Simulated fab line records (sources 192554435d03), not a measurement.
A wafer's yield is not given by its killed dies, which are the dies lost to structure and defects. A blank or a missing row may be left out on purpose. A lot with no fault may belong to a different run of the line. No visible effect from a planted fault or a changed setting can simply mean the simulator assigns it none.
The tool behind it: which one? ; flow n5 finfet ; 24 lots, 72 wafers sampled, at 5 steps of a route of 1938

== WHAT EACH GAUGE READ, for each wafer ==
N5_BEOL_M11_CD_MEAS_18: pitch 140 nm, target cd 70 nm.
lot;measured;on;cd nm (nm)
L075;day 10 20:34;cd sem-01;69.6 70.4 69.5
L074;day 10 21:44;cd sem-01;69.6 70.2 70.1
L076;day 11 05:55;cd sem-01;69.8 69.1 69.5
L077;day 11 14:24;cd sem-03;69.8 69.0 69.7
L078;day 12 00:02;cd sem-01;69.3 69.3 68.8
L080;day 12 06:52;cd sem-02;70.1 70.0 70.2
L079;day 12 15:55;cd sem-02;70.1 69.5 69.6
L081;day 12 15:44;cd sem-02;70.5 69.7 70.8
L083;day 12 21:01;cd sem-01;70.4 69.8 70.3
L082;day 13 03:11;cd sem-01;69.8 70.4 69.6
L084;day 13 15:35;cd sem-03;69.3 69.6 69.8
L085;day 13 20:02;cd sem-03;69.6 69.4 69.6
L086;day 13 21:00;cd sem-01;69.4 69.5 69.6
L087;day 14 09:41;cd sem-01;69.9 69.9 69.4
L089;day 14 06:38;cd sem-01;70.5 70.4 69.4
L088;day 14 09:26;cd sem-03;70.6 70.0 70.3
L090;day 14 14:33;cd sem-03;70.5 70.6 69.2
L091;day 14 15:04;cd sem-01;70.3 69.9 69.8
L094;day 15 07:41;cd sem-03;70.9 70.4 70.3
L092;day 15 08:09;cd sem-01;70.1 70.5 70.0
L093;day 15 11:16;cd sem-03;69.8 69.4 70.6
L095;day 16 06:59;cd sem-01;70.3 69.9 69.9
L096;day 16 07:13;cd sem-03;70.0 69.9 69.7
L097;day 16 20:32;cd sem-02;69.0 69.5 70.6

== WHAT TOOL EACH LOT RAN ON (gives the tool, then ch and the chambers of the sampled wafers, and finally the start) ==
lot;N5_BEOL_M9_ALD_74;N5_BEOL_M9_ANNEAL_51;N5_BEOL_M9_DEP_56;N5_BEOL_M10_ETCH_66
L075;ald metal-02 ch 0,1, day 10 03:25;rtp anneal-01 ch 0, day 10 07:43;pecvd-01 ch 0,1, day 10 08:23;rie diel-03 ch 1,2, day 10 11:26
L074;ald metal-01 ch 0,2, day 10 05:22;rtp anneal-01 ch 0, day 10 08:52;pecvd-01 ch 0, day 10 09:32;rie diel-03 ch 1,2,3, day 10 14:21
L076;ald metal-02 ch 0,2, day 10 15:45;rtp anneal-01 ch 0, day 10 19:47;pecvd-03 ch 0,1,2, day 10 20:24;rie diel-02 ch 0,1, day 10 23:14
L077;ald metal-01 ch 0,2,3, day 10 23:17;rtp anneal-01 ch 0, day 11 02:46;pecvd-01 ch 1,2, day 11 03:21;rie diel-05 ch 0,2,3, day 11 07:28
L078;ald metal-02 ch 0,2,3, day 11 04:14;rtp anneal-01 ch 0, day 11 05:03;pecvd-04 ch 0,2, day 11 05:40;rie diel-05 ch 0,3, day 11 13:11
L080;ald metal-01 ch 0,1, day 11 19:44;rtp anneal-01 ch 0, day 11 21:34;pecvd-01 ch 0,1,2, day 11 22:13;rie diel-05 ch 1,2,3, day 12 01:14
L079;ald metal-01 ch 1,3, day 12 01:31;rtp anneal-01 ch 0, day 12 02:31;pecvd-03 ch 1,2, day 12 03:12;rie diel-02 ch 2,3, day 12 09:20
L081;ald metal-01 ch 0,1,2, day 12 02:35;rtp anneal-02 ch 0, day 12 03:35;pecvd-04 ch 1,2, day 12 04:14;rie diel-03 ch 0,1,2, day 12 09:10
L083;ald metal-01 ch 0,3, day 12 05:54;rtp anneal-01 ch 0, day 12 06:56;pecvd-01 ch 0,1, day 12 07:31;rie diel-05 ch 2,3, day 12 13:13
L082;ald metal-04 ch 0,2,3, day 12 14:35;rtp anneal-01 ch 0, day 12 15:43;pecvd-01 ch 0,2, day 12 16:19;rie diel-03 ch 1,2,3, day 12 21:43
L084;ald metal-04 ch 0,1,3, day 12 23:05;rtp anneal-02 ch 0, day 13 00:03;pecvd-01 ch 0,1,2, day 13 00:42;rie diel-05 ch 1,2,3, day 13 05:44
L085;ald metal-01 ch 0,1,2, day 13 05:58;rtp anneal-02 ch 0, day 13 06:48;pecvd-03 ch 0,2, day 13 07:25;rie diel-03 ch 1,2,3, day 13 14:17
L086;ald metal-04 ch 1,3, day 13 06:45;rtp anneal-02 ch 0, day 13 09:05;pecvd-01 ch 0,1, day 13 09:44;rie diel-05 ch 1,2, day 13 14:28
L087;ald metal-02 ch 1,3, day 13 18:52;rtp anneal-02 ch 0, day 13 19:37;pecvd-04 ch 0,1, day 13 20:16;rie diel-02 ch 1,2,3, day 14 01:17
L089;ald metal-01 ch 1,2,3, day 13 19:11;rtp anneal-01 ch 0, day 13 20:17;pecvd-04 ch 0,1,2, day 13 20:58;rie diel-03 ch 0,1,2, day 14 00:45
L088;ald metal-01 ch 1,3, day 13 19:22;rtp anneal-01 ch 0, day 13 21:11;pecvd-03 ch 0,2, day 13 22:05;rie diel-03 ch 0,1,2, day 14 01:18
L090;ald metal-04 ch 0,2,3, day 14 01:43;rtp anneal-01 ch 0, day 14 03:01;pecvd-01 ch 0,1,2, day 14 03:40;rie diel-02 ch 0,1, day 14 08:13
L091;ald metal-02 ch 2,3, day 14 02:05;rtp anneal-01 ch 0, day 14 03:44;pecvd-01 ch 0,2, day 14 04:23;rie diel-05 ch 1,2, day 14 08:22
L094;ald metal-04 ch 0,1,2, day 14 18:28;rtp anneal-01 ch 0, day 14 19:59;pecvd-01 ch 0,2, day 14 20:39;rie diel-02 ch 1,2,3, day 15 00:34
L092;ald metal-02 ch 0,3, day 14 18:48;rtp anneal-02 ch 0, day 14 20:22;pecvd-03 ch 1,2, day 14 21:02;rie diel-03 ch 1,3, day 15 00:47
L093;ald metal-01 ch 0,1, day 14 23:28;rtp anneal-01 ch 0, day 15 00:35;pecvd-03 ch 1,2, day 15 01:16;rie diel-02 ch 0,2,3, day 15 04:34
L095;ald metal-02 ch 1,2,3, day 15 13:46;rtp anneal-01 ch 0, day 15 14:32;pecvd-03 ch 0,1, day 15 15:11;rie diel-03 ch 0,1,2, day 15 22:35
L096;ald metal-01 ch 2,3, day 15 19:26;rtp anneal-01 ch 0, day 15 20:22;pecvd-01 ch 1,2, day 15 20:59;rie diel-05 ch 0,3, day 16 00:49
L097;ald metal-01 ch 0,2, day 16 07:11;rtp anneal-01 ch 0, day 16 08:56;pecvd-04 ch 0,1, day 16 09:36;rie diel-05 ch 1,2,3, day 16 14:06
- N5_BEOL_M9_ALD_74: deposits TaN, target thk 2 nm, pulse time 2 s, purge time 3 s.
- N5_BEOL_M9_ANNEAL_51: time 90 s.
- N5_BEOL_M9_DEP_56: deposits SiCN from 3MS/NH3, target thk 15 nm, time 26.5 s.
- N5_BEOL_M10_ETCH_66: etches SOC in N2/H2, target depth 120 nm, overetch 24 nm, time 180 s.

== AS READ BY THE TOOLS THEMSELVES (means over the sampled wafers that have a number; for cases with no such wafer, the mark the record gives instead) ==
N5_BEOL_M9_ALD_74.
lot;tool;chamber pressure Torr (Torr);heater power w (W)
L075;ald metal-02;3.003;422
L074;ald metal-01;3.003;421
L076;ald metal-02;2.995;454
L077;ald metal-01;3.000;411
L078;ald metal-02;2.999;440
L080;ald metal-01;2.996;403
L079;ald metal-01;2.994;366
L081;ald metal-01;3.001;403
L083;ald metal-01;3.001;403
L082;ald metal-04;3.000;366
L084;ald metal-04;3.001;367
L085;ald metal-01;2.999;400
L086;ald metal-04;3.002;365
L087;ald metal-02;2.992;416
L089;ald metal-01;3.004;386
L088;ald metal-01;3.001;366
L090;ald metal-04;2.999;372
L091;ald metal-02;3.003;435
L094;ald metal-04;2.990;377
L092;ald metal-02;2.998;425
L093;ald metal-01;2.995;412
L095;ald metal-02;3.000;445
L096;ald metal-01;2.998;398
L097;ald metal-01;3.001;424

N5_BEOL_M9_ANNEAL_51.
lot;tool;wafer_temp_C_max
L075;rtp anneal-01;225.60
L074;rtp anneal-01;225.44
L076;rtp anneal-01;225.54
L077;rtp anneal-01;225.42
L078;rtp anneal-01;225.30
L080;rtp anneal-01;225.60
L079;rtp anneal-01;225.48
L081;rtp anneal-02;225.75
L083;rtp anneal-01;225.62
L082;rtp anneal-01;225.33
L084;rtp anneal-02;225.84
L085;rtp anneal-02;225.90
L086;rtp anneal-02;225.79
L087;rtp anneal-02;226.17
L089;rtp anneal-01;225.58
L088;rtp anneal-01;225.77
L090;rtp anneal-01;225.78
L091;rtp anneal-01;225.63
L094;rtp anneal-01;225.72
L092;rtp anneal-02;225.86
L093;rtp anneal-01;225.38
L095;rtp anneal-01;225.39
L096;rtp anneal-01;225.56
L097;rtp anneal-01;225.60

N5_BEOL_M9_DEP_56.
lot;tool;chamber pressure Torr (Torr);showerhead plenum p Torr (Torr);throttle valve pct (%)
L075;pecvd-01;2.996;3.650;8.4
L074;pecvd-01;2.998;3.646;8.4
L076;pecvd-03;3.003;3.673;9.2
L077;pecvd-01;3.000;3.653;8.9
L078;pecvd-04;3.001;3.666;8.5
L080;pecvd-01;3.002;3.653;8.5
L079;pecvd-03;3.002;3.660;8.6
L081;pecvd-04;3.013;3.664;8.7
L083;pecvd-01;3.000;3.645;8.3
L082;pecvd-01;3.005;3.656;8.3
L084;pecvd-01;3.003;3.649;8.6
L085;pecvd-03;3.005;3.681;9.6
L086;pecvd-01;3.006;3.641;8.3
L087;pecvd-04;3.001;3.674;9.2
L089;pecvd-04;3.002;3.665;8.8
L088;pecvd-03;2.998;3.662;9.2
L090;pecvd-01;3.001;3.654;8.4
L091;pecvd-01;3.005;3.658;8.5
L094;pecvd-01;2.995;3.654;8.3
L092;pecvd-03;2.996;3.665;8.7
L093;pecvd-03;2.994;3.663;8.8
L095;pecvd-03;3.003;3.691;9.1
L096;pecvd-01;3.001;3.657;8.4
L097;pecvd-04;3.003;3.673;9.1

N5_BEOL_M10_ETCH_66.
lot;tool;drypump motor current A (A);h2 flow sccm (sccm);oes product au (a.u.);rf vpp V (V);showerhead plenum p Torr (Torr);throttle valve pct (%)
L075;rie diel-03;6.1;199.9;0.68;524.0;2.52;17.61
L074;rie diel-03;5.9;199.5;0.66;523.7;2.51;17.62
L076;rie diel-02;5.7;199.8;0.58;523.3;2.54;17.88
L077;rie diel-05;5.9;199.9;0.60;524.2;2.57;17.81
L078;rie diel-05;6.3;200.1;0.55;526.8;2.62;18.11
L080;rie diel-05;5.7;199.3;0.60;524.3;2.57;17.92
L079;rie diel-02;5.9;200.2;0.68;521.6;2.46;17.76
L081;rie diel-03;6.0;199.7;0.72;522.7;2.50;17.57
L083;rie diel-05;5.8;200.3;0.65;523.3;2.52;17.73
L082;rie diel-03;5.9;200.5;0.63;523.3;2.51;17.64
L084;rie diel-05;5.7;201.2;0.68;524.0;2.56;17.81
L085;rie diel-03;5.9;199.7;0.63;523.2;2.50;17.66
L086;rie diel-05;5.3;199.8;0.75;524.2;2.56;17.62
L087;rie diel-02;5.7;199.9;0.63;523.2;2.51;17.81
L089;rie diel-03;6.0;200.5;0.70;523.0;2.49;17.60
L088;rie diel-03;6.1;200.2;0.69;522.6;2.49;17.61
L090;rie diel-02;6.1;201.2;0.57;519.8;2.42;17.96
L091;rie diel-05;5.4;200.0;0.70;523.2;2.51;17.55
L094;rie diel-02;5.7;200.6;0.62;523.4;2.51;17.82
L092;rie diel-03;6.0;200.2;0.56;523.0;2.52;17.78
L093;rie diel-02;6.0;200.0;0.63;519.5;2.41;17.86
L095;rie diel-03;6.0;199.9;0.67;523.2;2.49;17.64
L096;rie diel-05;6.2;199.5;0.75;525.2;2.60;17.72
L097;rie diel-05;5.7;200.1;0.71;523.5;2.55;17.72

== THE ANSWER, worked out from the rows above alone ==
Rule: usual is defined by the lots themselves. Put in order of their means at a reading, lots are off if they are a third of the lots or fewer, leave a main group of 4 or more, and stand apart from it by a gap of 3 or more times the standard deviation of the main group's means; of several such gaps the widest counts. If all means in a main group match to the digits the tables above print for the reading, that group is not used. A lot without any number at a reading at which 4 lots or more have one is off too. The other lots that the step has rows for count as sound. First the gauges in route order, then the tools' own readings, where a lot's mean is used as printed above. The first step at which some lot is off is used, and at that step the reading that is off furthest; a lot without a number counts as furthest.
Across all readings shown, no lot is off: no conclusion can be drawn from this.

== WHAT THE SIMULATOR HAD INSERTED ==
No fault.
